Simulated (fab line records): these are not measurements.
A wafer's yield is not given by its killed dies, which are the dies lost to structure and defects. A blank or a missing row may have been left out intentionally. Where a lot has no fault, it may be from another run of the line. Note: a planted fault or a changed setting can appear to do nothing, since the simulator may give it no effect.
Which tool was responsible?	flow n5-finfet	36 wafers from 12 lots sampled at 3 of the route's 1938 steps

WHAT THE GAUGES SHOWED, per wafer
N5_BEOL_M13_OVL_MEAS_11.
lot	measured	on	V12_OVL (nm)
L076	day 11 02:46	overlay-01	-7 0 2
L077	day 11 18:34	overlay-02	-2 -3 2
L079	day 12 08:26	overlay-01	10 0 -2
L080	day 13 12:16	overlay-02	-4 1 1
L083	day 13 08:35	overlay-01	0 -2 0
L085	day 13 20:23	overlay-02	3 0 6
L087	day 14 03:25	overlay-02	2 -3 -2
L090	day 14 21:02	overlay-02	-7 -5 -7
L092	day 15 16:35	overlay-01	7 8 12
L095	day 16 02:47	overlay-02	-1 -2 -3
L094	day 16 12:56	overlay-01	0 -2 -4
L097	day 17 03:43	overlay-02	-8 -3 6

WHICH TOOL RAN EACH LOT (tool, then ch and the chambers of the sampled wafers, then the start)
lot	N5_BEOL_M12_SPUTTER_45	N5_BEOL_M12_ANNEAL_48
L076	pvd-sputter-03, day 11 00:38	rtp-anneal-02 ch 0, day 11 01:29
L077	pvd-sputter-02, day 11 17:02	rtp-anneal-01 ch 0, day 11 17:21
L079	pvd-sputter-02, day 12 06:40	rtp-anneal-02 ch 0, day 12 07:04
L080	pvd-sputter-01, day 13 00:03	rtp-anneal-02 ch 0, day 13 00:25
L083	pvd-sputter-01, day 13 06:56	rtp-anneal-02 ch 0, day 13 07:14
L085	pvd-sputter-01, day 13 18:05	rtp-anneal-01 ch 0, day 13 18:59
L087	pvd-sputter-01, day 14 01:29	rtp-anneal-02 ch 0, day 14 01:50
L090	pvd-sputter-03, day 14 19:04	rtp-anneal-01 ch 0, day 14 19:38
L092	pvd-sputter-01, day 15 14:53	rtp-anneal-02 ch 0, day 15 15:19
L095	pvd-sputter-03, day 16 00:49	rtp-anneal-01 ch 0, day 16 01:29
L094	pvd-sputter-01, day 16 10:02	rtp-anneal-01 ch 0, day 16 10:23
L097	pvd-sputter-03, day 17 02:04	rtp-anneal-02 ch 0, day 17 02:28
- N5_BEOL_M12_SPUTTER_45: material Cu, target thk 80 nm, time 13.33 s.
- N5_BEOL_M12_ANNEAL_48: time 90 s.

THE ANSWER, worked out from the rows above alone
Rule: the usual values come from the lots themselves. Put in order of their means at a reading, lots are off if they are a third of the lots or fewer, leave a main group of 4 or more, and stand apart from it by a gap of 3 or more times the standard deviation of the main group's means; of several such gaps the widest counts. A main group is skipped when, at the precision printed for the reading in the tables above, its means are all equal. A lot without any number at a reading at which 4 lots or more have one is off too. Any other lot the step has rows for is counted as sound.
Across all readings shown, no lot is off: no conclusion can be drawn from this.

WHAT THE SIMULATOR PUT IN
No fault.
